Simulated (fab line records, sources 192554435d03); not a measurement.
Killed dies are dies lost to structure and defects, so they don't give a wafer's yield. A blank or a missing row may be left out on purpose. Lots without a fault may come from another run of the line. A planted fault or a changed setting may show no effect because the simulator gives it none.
Chamber matching | flow n5_finfet | N5_BEOL_M6_ETCH_72 on rie_diel-04: 4 sister chambers
The step etches underlayer in N2/H2, target depth 6.5 nm, time 5.2 s. 18 wafers are shown with their chamber, then 9 later ones without.

WAFERS WITH THEIR CHAMBER
wafer  | chamber | drypump_motor_current_A (A) | showerhead_plenum_p_Torr (Torr) | throttle_valve_pct (%)
L082.1 | 3       | 5.1                         | 2.61                            | 17.41
L082.2 | 0       | 6.0                         | 2.59                            | 17.51
L082.3 | 2       | 5.7                         | 2.57                            | 17.67
L082.4 | 1       | 5.6                         | 2.73                            | 17.73
L082.5 | 3       | 5.1                         | 2.61                            | 17.41
L082.6 | 0       | 6.0                         | 2.59                            | 17.51
L084.2 | 1       | 5.6                         | 2.73                            | 17.74
L084.3 | 0       | 6.0                         | 2.59                            | 17.53
L084.4 | 3       | 5.0                         | 2.61                            | 17.42
L086.1 | 3       | 5.1                         | 2.61                            | 17.43
L086.2 | 2       | 5.7                         | 2.57                            | 17.70
L086.6 | 3       | 5.0                         | 2.61                            | 17.43
L088.2 | 0       | 6.0                         | 2.58                            | 17.55
L088.5 | 2       | 5.7                         | 2.57                            | 17.73
L088.6 | 3       | 5.1                         | 2.61                            | 17.45
L087.1 | 1       | 5.6                         | 2.72                            | 17.75
L087.2 | 2       | 5.7                         | 2.57                            | 17.72
L087.4 | 3       | 5.1                         | 2.61                            | 17.45

SIGNATURES (means of the wafers above)
reading                  | chamber 0 | chamber 1 | chamber 2 | chamber 3 | scatter within a chamber
drypump_motor_current_A  | 6.000     | 5.600     | 5.700     | 5.071     | 0.0319
showerhead_plenum_p_Torr | 2.5875    | 2.7267    | 2.5700    | 2.6100    | 0.00318
throttle_valve_pct       | 17.5250   | 17.7400   | 17.7050   | 17.4286   | 0.0191
Rule: a wafer's distance from a chamber is the root of the sum, over the readings, of the square of ((its reading less the chamber's mean) divided by the reading's scatter). The wafer belongs to the nearest chamber; if the next one is less than 2 further off, it can't be placed. The scatter: the root of (the sum of the squares of (reading less its chamber's mean) over the shown wafers, divided by (wafers less chambers)).

WAFERS WITHOUT THEIR CHAMBER
wafer  | drypump_motor_current_A (A) | showerhead_plenum_p_Torr (Torr) | throttle_valve_pct (%)
L089.1 | 6.0                         | 2.58                            | 17.54
L089.2 | 5.0                         | 2.60                            | 17.43
L089.3 | 5.7                         | 2.56                            | 17.74
L089.4 | 5.6                         | 2.72                            | 17.78
L089.5 | 5.7                         | 2.57                            | 17.72
L089.6 | 5.6                         | 2.72                            | 17.79
L091.2 | 6.0                         | 2.58                            | 17.58
L091.4 | 5.7                         | 2.56                            | 17.76
L091.6 | 5.1                         | 2.60                            | 17.43

WHICH CHAMBER EACH WENT THROUGH
wafer  | from the rows above | in truth
L089.1 | 0                   | 0
L089.2 | 3                   | 3
L089.3 | 2                   | 2
L089.4 | 1                   | 1
L089.5 | 2                   | 2
L089.6 | 1                   | 1
L091.2 | 0                   | 0
L091.4 | 2                   | 2
L091.6 | 3                   | 3
Placed correctly: 9 of 9. Can't be placed from these rows: 0. Placed wrongly: 0.
